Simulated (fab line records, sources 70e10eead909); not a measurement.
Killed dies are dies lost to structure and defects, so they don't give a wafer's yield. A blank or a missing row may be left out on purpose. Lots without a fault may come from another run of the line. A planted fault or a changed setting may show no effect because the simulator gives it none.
Chamber matching | flow nand_harc | NHARC_A_STAIRCASE_DESCUM_219 on rie_diel-01: 4 sister chambers
The step chemistry O2, time 3 s. 8 wafers are shown with their chamber, then 10 later ones without.

WAFERS WITH THEIR CHAMBER
wafer  | chamber | showerhead_plenum_p_Torr (Torr) | drypump_motor_current_A (A)
L075.6 | 2       | 1.88                            | 6.2
L080.2 | 0       | 1.80                            | 6.6
L080.5 | 0       | 1.80                            | 6.6
L082.1 | 3       | 1.89                            | 6.3
L082.2 | 1       | 1.89                            | 6.1
L082.6 | 2       | 1.88                            | 6.2
L087.2 | 1       | 1.89                            | 6.0
L087.3 | 3       | 1.88                            | 6.3

WAFERS WITHOUT THEIR CHAMBER
wafer  | showerhead_plenum_p_Torr (Torr) | drypump_motor_current_A (A)
L087.5 | 1.79                            | 6.7
L089.1 | 1.89                            | 6.1
L089.5 | 1.88                            | 6.3
L089.6 | 1.87                            | 6.2
L090.2 | 1.88                            | 6.3
L090.3 | 1.87                            | 6.2
L090.6 | 1.87                            | 6.2
L095.3 | 1.87                            | 6.1
L095.5 | 1.88                            | 6.4
L095.6 | 1.78                            | 6.7

WHICH CHAMBER EACH WENT THROUGH
wafer  | from the rows above     | in truth
L087.5 | 0                       | 0
L089.1 | 1                       | 1
L089.5 | can't be placed: 3 or 2 | 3
L089.6 | 2                       | 2
L090.2 | can't be placed: 3 or 2 | 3
L090.3 | 2                       | 2
L090.6 | 2                       | 2
L095.3 | can't be placed: 2 or 1 | 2
L095.5 | 3                       | 3
L095.6 | 0                       | 0
Placed correctly: 7 of 10. Can't be placed from these rows: 3 (the true chamber is among the candidates in 3). Placed wrongly: 0.
How it was worked out, from the rows above alone: a wafer's distance from a chamber is the root of the sum, over the readings, of the square of ((its reading less the chamber's mean) divided by the reading's scatter). The wafer belongs to the nearest chamber; if the next one is less than 2 further off, it can't be placed. A chamber's mean is the mean of its shown wafers. The scatter: the root of (the sum of the squares of (reading less its chamber's mean) over the shown wafers, divided by (wafers less chambers)).
